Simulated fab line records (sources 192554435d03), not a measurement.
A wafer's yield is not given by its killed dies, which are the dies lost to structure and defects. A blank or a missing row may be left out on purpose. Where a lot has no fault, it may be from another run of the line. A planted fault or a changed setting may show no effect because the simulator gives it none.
Matching of chambers / flow n5_finfet / 4 sister chambers for N5_BEOL_M4_STRIP_66 on rie_diel-06
The step strips in CF4. 20 wafers are shown with their chamber, then 10 later ones without.

WAFERS WITH THEIR CHAMBER
wafer=L077.1; chamber=0; showerhead_plenum_p_Torr (Torr)=1.86; drypump_motor_current_A (A)=6.0; oes_product_au (a.u.)=0.76
wafer=L077.2; chamber=2; showerhead_plenum_p_Torr (Torr)=1.71; drypump_motor_current_A (A)=5.6; oes_product_au (a.u.)=0.70
wafer=L077.4; chamber=3; showerhead_plenum_p_Torr (Torr)=1.88; drypump_motor_current_A (A)=5.7; oes_product_au (a.u.)=0.77
wafer=L079.1; chamber=3; showerhead_plenum_p_Torr (Torr)=1.88; drypump_motor_current_A (A)=5.7; oes_product_au (a.u.)=0.77
wafer=L079.3; chamber=2; showerhead_plenum_p_Torr (Torr)=1.71; drypump_motor_current_A (A)=5.6; oes_product_au (a.u.)=0.69
wafer=L079.5; chamber=1; showerhead_plenum_p_Torr (Torr)=1.79; drypump_motor_current_A (A)=5.8; oes_product_au (a.u.)=0.70
wafer=L087.2; chamber=3; showerhead_plenum_p_Torr (Torr)=1.88; drypump_motor_current_A (A)=5.7; oes_product_au (a.u.)=0.76
wafer=L087.4; chamber=1; showerhead_plenum_p_Torr (Torr)=1.78; drypump_motor_current_A (A)=5.8; oes_product_au (a.u.)=0.93
wafer=L087.6; chamber=3; showerhead_plenum_p_Torr (Torr)=1.88; drypump_motor_current_A (A)=5.8; oes_product_au (a.u.)=0.77
wafer=L089.2; chamber=3; showerhead_plenum_p_Torr (Torr)=1.87; drypump_motor_current_A (A)=5.7; oes_product_au (a.u.)=0.76
wafer=L089.4; chamber=0; showerhead_plenum_p_Torr (Torr)=1.85; drypump_motor_current_A (A)=6.0; oes_product_au (a.u.)=0.75
wafer=L089.6; chamber=2; showerhead_plenum_p_Torr (Torr)=1.71; drypump_motor_current_A (A)=5.6; oes_product_au (a.u.)=0.68
wafer=L091.4; chamber=2; showerhead_plenum_p_Torr (Torr)=1.71; drypump_motor_current_A (A)=5.6; oes_product_au (a.u.)=0.67
wafer=L091.5; chamber=1; showerhead_plenum_p_Torr (Torr)=1.78; drypump_motor_current_A (A)=5.7; oes_product_au (a.u.)=0.89
wafer=L091.6; chamber=2; showerhead_plenum_p_Torr (Torr)=1.71; drypump_motor_current_A (A)=5.6; oes_product_au (a.u.)=0.67
wafer=L092.1; chamber=3; showerhead_plenum_p_Torr (Torr)=1.87; drypump_motor_current_A (A)=5.7; oes_product_au (a.u.)=0.76
wafer=L092.2; chamber=2; showerhead_plenum_p_Torr (Torr)=1.71; drypump_motor_current_A (A)=5.6; oes_product_au (a.u.)=0.67
wafer=L092.4; chamber=0; showerhead_plenum_p_Torr (Torr)=1.85; drypump_motor_current_A (A)=6.0; oes_product_au (a.u.)=0.74
wafer=L093.1; chamber=1; showerhead_plenum_p_Torr (Torr)=1.78; drypump_motor_current_A (A)=5.7; oes_product_au (a.u.)=0.89
wafer=L093.3; chamber=3; showerhead_plenum_p_Torr (Torr)=1.87; drypump_motor_current_A (A)=5.7; oes_product_au (a.u.)=0.75

SIGNATURES (averages over the wafers above)
reading=showerhead_plenum_p_Torr; chamber 0=1.8533; chamber 1=1.7825; chamber 2=1.7100; chamber 3=1.8757; scatter within a chamber=0.00442
reading=drypump_motor_current_A; chamber 0=6.000; chamber 1=5.750; chamber 2=5.600; chamber 3=5.714; scatter within a chamber=0.0341
reading=oes_product_au; chamber 0=0.7500; chamber 1=0.8525; chamber 2=0.6800; chamber 3=0.7629; scatter within a chamber=0.0457
Rule: a wafer's distance from a chamber is the root of the sum, over the readings, of the square of ((its reading less the chamber's mean) divided by the reading's scatter). If the next closest chamber is less than 2 further off than the closest, the wafer can't be placed; otherwise it belongs to the closest. The scatter is the square root of a quotient: the sum, over the shown wafers, of each reading's squared deviation from its chamber's mean, divided by wafers minus chambers.

WAFERS WITH NO CHAMBER GIVEN
wafer=L093.4; showerhead_plenum_p_Torr (Torr)=1.85; drypump_motor_current_A (A)=6.0; oes_product_au (a.u.)=0.73
wafer=L095.2; showerhead_plenum_p_Torr (Torr)=1.85; drypump_motor_current_A (A)=5.9; oes_product_au (a.u.)=0.74
wafer=L095.4; showerhead_plenum_p_Torr (Torr)=1.70; drypump_motor_current_A (A)=5.6; oes_product_au (a.u.)=0.67
wafer=L095.5; showerhead_plenum_p_Torr (Torr)=1.87; drypump_motor_current_A (A)=5.7; oes_product_au (a.u.)=0.76
wafer=L094.1; showerhead_plenum_p_Torr (Torr)=1.85; drypump_motor_current_A (A)=6.0; oes_product_au (a.u.)=0.73
wafer=L094.3; showerhead_plenum_p_Torr (Torr)=1.87; drypump_motor_current_A (A)=5.8; oes_product_au (a.u.)=0.75
wafer=L094.6; showerhead_plenum_p_Torr (Torr)=1.85; drypump_motor_current_A (A)=6.0; oes_product_au (a.u.)=0.73
wafer=L096.1; showerhead_plenum_p_Torr (Torr)=1.87; drypump_motor_current_A (A)=5.7; oes_product_au (a.u.)=0.74
wafer=L096.4; showerhead_plenum_p_Torr (Torr)=1.87; drypump_motor_current_A (A)=5.8; oes_product_au (a.u.)=0.74
wafer=L096.5; showerhead_plenum_p_Torr (Torr)=1.85; drypump_motor_current_A (A)=6.0; oes_product_au (a.u.)=0.73

EACH ONE'S CHAMBER
wafer=L093.4; from the rows above=0; in truth=0
wafer=L095.2; from the rows above=0; in truth=0
wafer=L095.4; from the rows above=2; in truth=2
wafer=L095.5; from the rows above=3; in truth=3
wafer=L094.1; from the rows above=0; in truth=0
wafer=L094.3; from the rows above=3; in truth=3
wafer=L094.6; from the rows above=0; in truth=0
wafer=L096.1; from the rows above=3; in truth=3
wafer=L096.4; from the rows above=3; in truth=3
wafer=L096.5; from the rows above=0; in truth=0
Correctly placed: 10 of 10. Can't be placed from these rows: 0. Number placed wrongly: 0.
